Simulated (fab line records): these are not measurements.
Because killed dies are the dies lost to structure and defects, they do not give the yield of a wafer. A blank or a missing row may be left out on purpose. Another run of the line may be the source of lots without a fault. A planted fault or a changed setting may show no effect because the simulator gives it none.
fab line records	flow n5_finfet	part 1 of 2: steps 1 to 24 of 34
record: lots: 5	wafers: 15	last_day: 16
route steps=1938 shown BEOL_M5@1119
lots with no fault: from the same line, run without faults
start_h: hours from the record's opening day to when the first of the lot's shown wafers began	wait_h: time in hours since the lot's previous step	" same as the row above	L1.1+2: a row that stands for several wafers	- no value present, or no start provided	* or withheld: withheld	< > ~ a bound
route shown NAME@n: NAME is a module with steps in the file, n the number in the route of the first one	usual: the fault-free wafers' mean and standard deviation	same: alike in all rows	chamber/n: place in a boat	sites: per-site readings	_std_site: the standard deviation of these	_edge_site: outer sites' mean less inner sites'	radius_mm: how far each site lies from the wafer's centre	mask NAME#n: copy n	behind: the most recent tool/chamber to have shaped the wafer	hold: what put the lot on hold/how long, in hours/how the hold closed	device: the n, p or np transistor that did not switch	end of line: at the end of the route, the tests of the same wafers	for a step that has no rows: nothing shown but its recipe	killed: the dies lost at the first sort to structure and to defects; this is not the yield of the wafer	map: dies across one wafer; x = killed, . = not, _ = none there
set.NAME: setting as actually run; set.NAME@STEP: the setting as run at that earlier step	model.NAME: the simulator's own value behind a step, which no gauge read
lots seen at some steps along the route; tables by step, rows by wafer
services: when a tool's chamber went out of use (start_h, in hours from the record's first day, below 0 if earlier), for how many hours, and the reason
== steps ==
step: N5_BEOL_M5_COAT_71
recipe: resist: underlayer	temp_c: 205	time_s: 60	spin_rpm: 1500	resist_thk_nm: 5
lot.wafer	tool	chamber	start_h	wait_h
L076.3+5+6	litho_track-03	0	-	-
L080.1+3+6	litho_track-03	0	-	-
L088.2+5+6	litho_track-05	0	-	-
L090.4+5+6	litho_track-05	0	-	-
L093.2+3+5	litho_track-04	0	-	-
step: N5_BEOL_M5_COAT_05
recipe: resist: CAR-EUV	spin_rpm: 1500	resist_thk_nm: 30
lot.wafer	tool	chamber	start_h	wait_h
L076.3+5+6	litho_track-03	0	-	-
L080.1+3+6	litho_track-03	0	-	-
L088.2+5+6	litho_track-05	0	-	-
L090.4+5+6	litho_track-05	0	-	-
L093.2+3+5	litho_track-04	0	-	-
step: N5_BEOL_M5_EBR_07
recipe: solvent: PGMEA	ebr_width_mm: 1.5
same: ebr_width_mm: 1.5
lot.wafer	tool	chamber	start_h	wait_h
L076.3+5+6	litho_track-03	0	-	-
L080.1+3+6	litho_track-03	0	-	-
L088.2+5+6	litho_track-05	0	-	-
L090.4+5+6	litho_track-05	0	-	-
L093.2+3+5	litho_track-04	0	-	-
step: N5_BEOL_M5_SOFTBAKE_06
recipe: temp_c: 110	time_s: 60	resist: CAR-EUV
lot.wafer	tool	chamber	start_h	wait_h
L076.3+5+6	litho_track-03	0	-	-
L080.1+3+6	litho_track-03	0	-	-
L088.2+5+6	litho_track-05	0	-	-
L090.4+5+6	litho_track-05	0	-	-
L093.2+3+5	litho_track-04	0	-	-
step: N5_BEOL_M5_EXPOSE_08
recipe: mask_id: M5	na: 0.33	source_shape: annular	sigma_inner: 0.4	sigma_outer: 0.8	polarization: unpolarized	target_cd_nm: 28	dose_mj: 35.75
usual: reticle_temp_C: 22.98/0.11
lot.wafer	tool	chamber	start_h	wait_h	mask	reticle_temp_C
L076.3	euv_scanner-02	0	199.18	-	M5#0	23.16
L076.5	"	0	"	"	M5#0	23.07
L076.6	"	0	"	"	M5#0	23.17
L080.1	euv_scanner-02	0	210.24	-	M5#0	23.01
L080.3	"	0	"	"	M5#0	22.81
L080.6	"	0	"	"	M5#0	22.85
L088.2	euv_scanner-02	0	263.64	-	M5#0	22.98
L088.5	"	0	"	"	M5#0	23.06
L088.6	"	0	"	"	M5#0	23.03
L090.4	euv_scanner-02	0	273.68	-	M5#0	22.88
L090.5	"	0	"	"	M5#0	22.97
L090.6	"	0	"	"	M5#0	23.17
L093.2	euv_scanner-01	0	285.91	-	M5#0	22.85
L093.3	"	0	"	"	M5#0	23.00
L093.5	"	0	"	"	M5#0	23.02
step: N5_BEOL_M5_PEB_09
recipe: peb_temp_c: 100	peb_time_s: 60	resist: CAR-EUV
lot.wafer	tool	chamber	start_h	wait_h
L076.3+5+6	litho_track-03	0	199.23	0.0
L080.1+3+6	litho_track-03	0	210.30	0.1
L088.2+5+6	litho_track-04	0	263.69	0.0
L090.4+5+6	litho_track-04	0	273.72	0.0
L093.2+3+5	litho_track-03	0	285.96	0.0
step: N5_BEOL_M5_DEVELOP_10
recipe: develop_time_s: 30	developer: TMAH	resist: CAR-EUV	rinse_liquid: surfactant_rinse	dry: air_spin	dev_temp_c: 23
lot.wafer	tool	chamber	start_h	wait_h
L076.3+5+6	litho_track-03	0	-	-
L080.1+3+6	litho_track-03	0	-	-
L088.2+5+6	litho_track-04	0	-	-
L090.4+5+6	litho_track-04	0	-	-
L093.2+3+5	litho_track-03	0	-	-
step: N5_BEOL_M5_CD_MEAS_11
recipe: target_cd_nm: 27.74	landing_energy_ev: 500	detector: se_inlens
usual: cd_nm: 28.01/0.24
lot.wafer	tool	chamber	start_h	wait_h	cd_nm
L076.3	cd_sem-01	0	199.30	-	28.03
L076.5	"	0	"	"	28.34
L076.6	"	0	"	"	27.75
L080.1	cd_sem-02	0	210.37	-	28.02
L080.3	"	0	"	"	28.14
L080.6	"	0	"	"	28.08
L088.2	cd_sem-02	0	263.76	-	27.94
L088.5	"	0	"	"	28.06
L088.6	"	0	"	"	27.56
L090.4	cd_sem-01	0	273.79	-	28.16
L090.5	"	0	"	"	27.80
L090.6	"	0	"	"	28.04
L093.2	cd_sem-03	0	286.03	-	27.85
L093.3	"	0	"	"	28.09
L093.5	"	0	"	"	28.34
step: N5_BEOL_M5_OVL_MEAS_12
recipe: points_per_wafer: 522
usual: M5_OVL: -0.6/0.61
same: points_per_wafer: 522
lot.wafer	tool	chamber	start_h	wait_h	M5_OVL[nm]
L076.3	overlay-02	0	199.34	0.0	1.0
L076.5	"	0	"	"	0.5
L076.6	"	0	"	"	0.7
L080.1	overlay-02	0	210.40	0.0	-1.6
L080.3	"	0	"	"	-0.8
L080.6	"	0	"	"	0.1
L088.2	overlay-02	0	263.80	0.0	0.5
L088.5	"	0	"	"	-0.5
L088.6	"	0	"	"	-0.7
L090.4	overlay-02	0	273.84	0.0	-0.6
L090.5	"	0	"	"	0.0
L090.6	"	0	"	"	-1.3
L093.2	overlay-01	0	286.07	0.0	-0.7
L093.3	"	0	"	"	0.4
L093.5	"	0	"	"	-0.7
step: N5_BEOL_M5_INSPECT_13
recipe: mode: adi	inspect_instrument: brightfield
usual: raw_defect_count: 436/110
lot.wafer	tool	chamber	start_h	wait_h	raw_defect_count
L076.3	defect_inspect-02	-	199.38	0.0	346
L076.5	"	-	"	"	445
L076.6	"	-	"	"	470
L080.1	defect_inspect-01	-	210.46	0.1	276
L080.3	"	-	"	"	357
L080.6	"	-	"	"	208
L088.2	defect_inspect-02	-	263.85	0.0	409
L088.5	"	-	"	"	308
L088.6	"	-	"	"	422
L090.4	defect_inspect-02	-	273.88	0.0	327
L090.5	"	-	"	"	395
L090.6	"	-	"	"	436
L093.2	defect_inspect-01	-	286.12	0.0	399
L093.3	"	-	"	"	372
L093.5	"	-	"	"	453
step: N5_BEOL_M5_DESCUM_16
recipe: chemistry: O2	time_s: 7	source_power_w: 50	bias_power_w: 20	pressure_mtorr: 20	rf_frequency_hz: 2.712e+07	temp_c: 40	resist: CAR-EUV	o2_flow_sccm: 225
usual: drypump_motor_current_A: 5.8/0.42	oes_product_au: 0.80/0.081	rf_vpp_V: 242.9/1.5	showerhead_plenum_p_Torr: 2.08/0.08	throttle_valve_pct: 20.47/0.25
lot.wafer	tool	chamber	start_h	wait_h	drypump_motor_current_A	oes_product_au	rf_hours_counter_h	rf_vpp_V	showerhead_plenum_p_Torr	throttle_valve_pct
L076.3	rie_diel-03	3	199.91	0.5	6.3	0.81	110	244.1	2.19	20.45
L076.5	"	0	"	"	5.4	0.71	-	243.4	2.10	21.00
L076.6	"	3	"	"	6.3	0.81	-	244.9	2.19	20.47
L080.1	rie_diel-02	2	210.72	0.3	5.8	0.67	233	242.8	2.05	20.25
L080.3	"	0	"	"	5.0	0.77	156	242.0	1.93	20.57
L080.6	"	0	"	"	5.0	0.78	-	239.7	1.93	20.59
L088.2	rie_diel-03	3	263.88	0.0	6.3	0.78	127	243.8	2.19	20.49
L088.5	"	1	"	"	5.8	0.91	-	244.3	2.13	20.29
L088.6	"	2	"	"	5.7	0.82	-	244.8	2.11	20.42
L090.4	rie_diel-04	3	274.14	0.3	6.0	0.90	32	241.2	2.05	20.36
L090.5	"	0	"	"	6.3	0.75	-	239.4	1.93	20.58
L090.6	"	1	"	"	6.2	0.77	-	243.6	2.08	20.25
L093.2	rie_diel-03	1	286.15	0.0	5.8	0.90	30	242.8	2.13	20.30
L093.3	"	2	"	"	5.7	0.81	85	245.4	2.11	20.44
L093.5	"	3	"	"	6.3	0.78	-	245.5	2.18	20.50
step: N5_BEOL_M5_ETCH_72
recipe: chemistry: N2/H2	target: underlayer	target_depth_a: 65	mask_material: CAR-EUV	time_s: 5.2	ion_energy_ev: 200	pressure_mtorr: 30	source_w: 840	bias_w: 150	n2_flow_sccm: 200	h2_flow_sccm: 200	ends: cleared
usual: drypump_motor_current_A: 5.8/0.42	etch_rf_on_time_s: 5.19/0.1	oes_product_au: 0.68/0.064	rf_vpp_V: 523/3	showerhead_plenum_p_Torr: 2.53/0.095	throttle_valve_pct: 17.88/0.2
lot.wafer	tool	chamber	start_h	wait_h	drypump_motor_current_A	etch_rf_on_time_s	oes_product_au	rf_hours_counter_h	rf_vpp_V	showerhead_plenum_p_Torr	throttle_valve_pct
L076.3	rie_diel-03	3	199.94	0.0	6.3	5.27	0.68	110	525	2.67	17.83
L076.5	"	0	"	"	5.4	5.19	0.62	-	523	2.52	18.31
L076.6	"	3	"	"	6.3	5.27	0.68	-	527	2.67	17.78
L080.1	rie_diel-02	2	210.76	0.0	5.8	5.19	0.59	233	522	2.52	17.91
L080.3	"	0	"	"	5.0	5.19	0.66	156	518	2.36	18.02
L080.6	"	0	"	"	5.0	5.25	0.65	-	515	2.36	18.04
L088.2	rie_diel-03	3	263.92	0.0	6.3	5.38	0.67	127	527	2.66	17.84
L088.5	"	1	"	"	5.8	5.07	0.78	-	524	2.61	17.84
L088.6	"	2	"	"	5.7	5.26	0.70	-	523	2.57	17.84
L090.4	rie_diel-04	3	274.18	0.0	6.0	5.04	0.76	32	522	2.48	17.66
L090.5	"	0	"	"	6.4	5.30	0.64	-	520	2.33	17.94
L090.6	"	1	"	"	6.2	5.02	0.66	-	523	2.56	17.85
L093.2	rie_diel-03	1	286.19	0.0	5.8	5.05	0.77	30	526	2.61	17.85
L093.3	"	2	"	"	5.8	5.26	0.68	85	527	2.57	17.87
L093.5	"	3	"	"	6.3	5.26	0.68	-	527	2.66	17.84
step: N5_BEOL_M5_ETCH_61
recipe: chemistry: CF4	target: SiARC	target_depth_a: 156	mask_material: CAR-EUV	time_s: 26	ion_energy_ev: 80	pressure_mtorr: 40	source_w: 545	bias_w: 36	Ar_flow_sccm: 100	cf4_flow_sccm: 100	ends: cleared
usual: drypump_motor_current_A: 5.8/0.42	etch_rf_on_time_s: 25.9/0.5	oes_product_au: 0.68/0.065	rf_vpp_V: 184.0/1.4	showerhead_plenum_p_Torr: 2.13/0.075	throttle_valve_pct: 15.65/0.22
lot.wafer	tool	chamber	start_h	wait_h	drypump_motor_current_A	etch_rf_on_time_s	oes_product_au	rf_hours_counter_h	rf_vpp_V	showerhead_plenum_p_Torr	throttle_valve_pct
L076.3	rie_diel-03	3	199.96	0.0	6.3	25.9	0.69	110	185.1	2.25	15.68
L076.5	"	0	"	"	5.4	26.0	0.62	-	184.3	2.14	16.06
L076.6	"	3	"	"	6.3	25.9	0.69	-	185.8	2.25	15.68
L080.1	rie_diel-02	2	210.78	0.0	5.8	26.4	0.58	233	184.3	2.12	15.64
L080.3	"	0	"	"	5.0	25.7	0.67	156	181.5	1.98	15.75
L080.6	"	0	"	"	5.0	25.8	0.66	-	182.0	1.98	15.76
L088.2	rie_diel-03	3	263.93	0.0	6.3	26.3	0.67	127	186.7	2.24	15.72
L088.5	"	1	"	"	5.8	25.0	0.78	-	186.9	2.18	15.42
L088.6	"	2	"	"	5.7	26.1	0.70	-	186.2	2.16	15.62
L090.4	rie_diel-04	3	274.20	0.0	6.0	25.2	0.77	32	183.4	2.09	15.45
L090.5	"	0	"	"	6.3	26.6	0.65	-	181.3	2.00	15.81
L090.6	"	1	"	"	6.2	25.1	0.67	-	185.3	2.15	15.59
L093.2	rie_diel-03	1	286.20	0.0	5.8	24.8	0.78	30	186.2	2.18	15.44
L093.3	"	2	"	"	5.7	25.9	0.70	85	184.4	2.16	15.62
L093.5	"	3	"	"	6.3	26.0	0.67	-	185.0	2.24	15.73
step: N5_BEOL_M5_ETCH_62
recipe: chemistry: N2/H2	target: SOC	target_depth_a: 750	overetch_a: 150	mask_material: SiARC	temp_c: 40	time_s: 112.5	ion_energy_ev: 200	pressure_mtorr: 30	source_w: 840	bias_w: 150	n2_flow_sccm: 200	h2_flow_sccm: 200
usual: drypump_motor_current_A: 5.8/0.42	oes_product_au: 0.63/0.057	rf_vpp_V: 523.4/2.8	showerhead_plenum_p_Torr: 2.53/0.095	throttle_valve_pct: 17.84/0.2
lot.wafer	tool	chamber	start_h	wait_h	drypump_motor_current_A	oes_product_au	rf_hours_counter_h	rf_vpp_V	showerhead_plenum_p_Torr	throttle_valve_pct
L076.3	rie_diel-03	3	199.99	0.0	6.3	0.64	110	527.6	2.67	17.76
L076.5	"	0	"	"	5.4	0.58	-	524.4	2.52	18.28
L076.6	"	3	"	"	6.3	0.64	-	527.3	2.67	17.77
L080.1	rie_diel-02	2	210.80	0.0	5.7	0.54	233	521.2	2.52	17.86
L080.3	"	0	"	"	5.0	0.61	156	517.4	2.36	18.00
L080.6	"	0	"	"	5.0	0.62	-	518.5	2.36	18.00
L088.2	rie_diel-03	3	263.96	0.0	6.3	0.63	127	527.9	2.66	17.80
L088.5	"	1	"	"	5.8	0.70	-	526.2	2.61	17.78
L088.6	"	2	"	"	5.7	0.64	-	524.8	2.57	17.83
L090.4	rie_diel-04	3	274.22	0.0	6.0	0.70	32	522.7	2.48	17.60
L090.5	"	0	"	"	6.4	0.61	-	517.7	2.33	17.91
L090.6	"	1	"	"	6.2	0.61	-	525.1	2.56	17.80
L093.2	rie_diel-03	1	286.23	0.0	5.8	0.69	30	526.7	2.61	17.78
L093.3	"	2	"	"	5.7	0.64	85	525.3	2.57	17.82
L093.5	"	3	"	"	6.3	0.62	-	526.9	2.66	17.78
step: N5_BEOL_M5_STRIP_63
recipe: chemistry: N2/H2	temp_c: 40	n2_flow_sccm: 200	h2_flow_sccm: 200	rf_frequency_hz: 6e+07
lot.wafer	tool	chamber	start_h	wait_h
L076.3+5+6	rie_diel-03	3,0,3	200.10	0.1
L080.1+3+6	rie_diel-02	2,0,0	210.91	0.1
L088.2+5+6	rie_diel-03	3,1,2	264.07	0.1
L090.4+5+6	rie_diel-04	3,0,1	274.33	0.1
L093.2+3+5	rie_diel-03	1,2,3	286.34	0.1
step: N5_BEOL_M5_STRIP_73
recipe: chemistry: N2/H2	temp_c: 40	n2_flow_sccm: 200	h2_flow_sccm: 200	rf_frequency_hz: 6e+07
lot.wafer	tool	chamber	start_h	wait_h
L076.3+5+6	rie_diel-03	3,0,3	200.11	0.0
L080.1+3+6	rie_diel-02	2,0,0	210.92	0.0
L088.2+5+6	rie_diel-03	3,1,2	264.08	0.0
L090.4+5+6	rie_diel-04	3,0,1	274.34	0.0
L093.2+3+5	rie_diel-03	1,2,3	286.35	0.0
step: N5_BEOL_M5_STRIP_64
recipe: chemistry: CF4	resist: SiARC	power_w: 300	bias_power_w: 75	pressure_mtorr: 50	cf4_flow_sccm: 150	rf_frequency_hz: 6e+07
usual: drypump_motor_current_A: 5.8/0.42	oes_product_au: 0.79/0.071	rf_vpp_V: 270.8/1.7	showerhead_plenum_p_Torr: 1.78/0.062	throttle_valve_pct: 13.61/0.23
lot.wafer	tool	chamber	start_h	wait_h	drypump_motor_current_A	oes_product_au	rf_hours_counter_h	rf_vpp_V	showerhead_plenum_p_Torr	throttle_valve_pct
L076.3	rie_diel-03	3	200.12	0.0	6.3	0.80	110	271.5	1.87	13.60
L076.5	"	0	"	"	5.4	0.71	-	271.5	1.80	14.06
L076.6	"	3	"	"	6.2	0.80	-	274.3	1.87	13.62
L080.1	rie_diel-02	2	210.93	0.0	5.7	0.68	233	270.2	1.77	13.63
L080.3	"	0	"	"	5.0	0.76	156	269.3	1.66	13.70
L080.6	"	0	"	"	5.0	0.76	-	268.3	1.66	13.71
L088.2	rie_diel-03	3	264.09	0.0	6.3	0.78	127	272.7	1.87	13.65
L088.5	"	1	"	"	5.8	0.88	-	271.4	1.82	13.33
L088.6	"	2	"	"	5.7	0.82	-	271.6	1.81	13.59
L090.4	rie_diel-04	3	274.35	0.0	6.1	0.88	32	271.0	1.75	13.38
L090.5	"	0	"	"	6.4	0.75	-	267.5	1.68	13.75
L090.6	"	1	"	"	6.1	0.77	-	272.0	1.80	13.57
L093.2	rie_diel-03	1	286.36	0.0	5.8	0.87	30	270.1	1.82	13.34
L093.3	"	2	"	"	5.7	0.81	86	270.7	1.81	13.60
L093.5	"	3	"	"	6.3	0.78	-	273.4	1.87	13.67
step: N5_BEOL_M5_HM_OPEN_17
recipe: chemistry: Cl2/BCl3	target_depth_a: 200	overetch_a: 60	target: TiN	mask_material: SOC	ion_energy_ev: 150	pressure_mtorr: 10	icp_w: 1000	bias_w: 126	Cl2_flow_sccm: 53.25	bcl3_flow_sccm: 21.75	Ar_flow_sccm: 25
usual: drypump_motor_current_A: 5.9/0.59	oes_product_au: 0.71/0.071	throttle_valve_pct: 22.0/0.35
lot.wafer	tool	chamber	start_h	wait_h	drypump_motor_current_A	oes_product_au	rf_hours_counter_h	throttle_valve_pct
L076.3	rie_metal-01	1	200.19	0.1	6.3	0.85	-	21.4
L076.5	"	0	"	"	4.7	0.76	-	22.1
L076.6	"	1	"	"	6.3	0.86	-	21.4
L080.1	rie_metal-03	1	210.97	0.0	6.4	0.73	24	22.0
L080.3	"	1	"	"	6.3	0.72	-	22.1
L080.6	"	1	"	"	6.4	0.71	-	22.0
L088.2	rie_metal-03	1	264.13	0.0	6.3	0.70	29	22.1
L088.5	"	0	"	"	6.4	0.74	-	22.1
L088.6	"	1	"	"	6.3	0.69	-	22.1
L090.4	rie_metal-02	0	274.42	0.1	5.6	0.60	-	22.0
L090.5	"	1	"	"	6.0	0.65	-	22.6
L090.6	"	0	"	"	5.6	0.60	-	22.0
L093.2	rie_metal-03	1	286.40	0.0	6.4	0.69	30	22.1
L093.3	"	1	"	"	6.4	0.69	-	22.1
L093.5	"	0	"	"	6.4	0.73	-	22.1
step: N5_BEOL_M5_STRIP_19
recipe: chemistry: O2	power_w: 400	temp_c: 40	pressure_mtorr: 30	rf_frequency_hz: 6e+07	bias_power_w: 0	overash_fraction: 0.2	o2_flow_sccm: 225
usual: drypump_motor_current_A: 5.6/0.41	oes_product_au: 0.80/0.088	rf_vpp_V: 3.7/0.48	showerhead_plenum_p_Torr: 2.08/0.077	throttle_valve_pct: 16.70/0.25
lot.wafer	tool	chamber	start_h	wait_h	drypump_motor_current_A	oes_product_au	rf_hours_counter_h	rf_vpp_V	showerhead_plenum_p_Torr	throttle_valve_pct
L076.3	rie_diel-04	1	200.27	0.1	6.2	0.78	106	3.6	2.09	16.49
L076.5	"	0	"	"	6.3	0.77	-	3.2	1.94	16.76
L076.6	"	3	"	"	6.0	0.94	-	4.1	2.06	16.54
L080.1	rie_diel-03	3	211.09	0.1	6.3	0.80	112	3.3	2.20	16.74
L080.3	"	2	"	"	5.7	0.84	66	3.1	2.12	16.64
L080.6	"	3	"	"	6.3	0.80	-	3.0	2.20	16.71
L088.2	rie_diel-04	3	264.24	0.1	6.0	0.91	30	3.5	2.05	16.57
L088.5	"	3	"	"	6.0	0.90	-	4.3	2.05	16.57
L088.6	"	0	"	"	6.3	0.76	-	4.0	1.93	16.80
L090.4	rie_diel-03	0	274.51	0.1	5.4	0.69	211	3.4	2.10	17.23
L090.5	"	3	"	"	6.3	0.78	-	3.1	2.19	16.74
L090.6	"	2	"	"	5.7	0.81	-	3.9	2.12	16.68
L093.2	rie_diel-02	3	286.51	0.1	5.4	0.70	194	4.5	2.09	16.83
L093.3	"	0	"	"	5.0	0.75	181	4.0	1.92	16.87
L093.5	"	2	"	"	5.7	1.02	-	3.6	2.05	16.19
step: N5_BEOL_M5_CD_MEAS_18
recipe: pitch_nm: 56	target_cd_nm: 28
usual: cd_nm: 28.0/0.35
lot.wafer	tool	chamber	start_h	wait_h	cd_nm
L076.3	cd_sem-01	-	200.35	0.1	27.8
L076.5	"	-	"	"	28.2
L076.6	"	-	"	"	28.4
L080.1	cd_sem-02	-	211.16	0.0	28.1
L080.3	"	-	"	"	28.2
L080.6	"	-	"	"	27.8
L088.2	cd_sem-03	-	264.31	0.1	28.1
L088.5	"	-	"	"	27.6
L088.6	"	-	"	"	28.2
L090.4	cd_sem-01	-	274.59	0.1	28.3
L090.5	"	-	"	"	27.6
L090.6	"	-	"	"	28.7
L093.2	cd_sem-02	-	286.58	0.1	27.8
L093.3	"	-	"	"	27.9
L093.5	"	-	"	"	27.7
step: N5_BEOL_M5_COAT_65
recipe: resist: SOC	temp_c: 250	time_s: 60	spin_rpm: 1500	resist_thk_nm: 60
lot.wafer	tool	chamber	start_h	wait_h
L076.3+5+6	litho_track-05	0	200.40	0.1
L080.1+3+6	litho_track-04	0	211.82	0.7
L088.2+5+6	litho_track-05	0	265.67	1.4
L090.4+5+6	litho_track-03	0	281.61	7.0
L093.2+3+5	litho_track-05	0	287.54	1.0
step: N5_BEOL_M5_COAT_66
recipe: resist: SiARC	temp_c: 220	time_s: 60	spin_rpm: 1500	resist_thk_nm: 12
lot.wafer	tool	chamber	start_h	wait_h
L076.3+5+6	litho_track-05	0	-	-
L080.1+3+6	litho_track-04	0	-	-
L088.2+5+6	litho_track-05	0	-	-
L090.4+5+6	litho_track-03	0	-	-
L093.2+3+5	litho_track-05	0	-	-
step: N5_BEOL_M5_COAT_74
recipe: resist: underlayer	temp_c: 205	time_s: 60	spin_rpm: 1500	resist_thk_nm: 5
lot.wafer	tool	chamber	start_h	wait_h
L076.3+5+6	litho_track-05	0	-	-
L080.1+3+6	litho_track-04	0	-	-
L088.2+5+6	litho_track-05	0	-	-
L090.4+5+6	litho_track-03	0	-	-
L093.2+3+5	litho_track-05	0	-	-
step: N5_BEOL_M5_COAT_22
recipe: resist: CAR-EUV	spin_rpm: 1500	resist_thk_nm: 30
lot.wafer	tool	chamber	start_h	wait_h
L076.3+5+6	litho_track-05	0	-	-
L080.1+3+6	litho_track-04	0	-	-
L088.2+5+6	litho_track-05	0	-	-
L090.4+5+6	litho_track-03	0	-	-
L093.2+3+5	litho_track-05	0	-	-
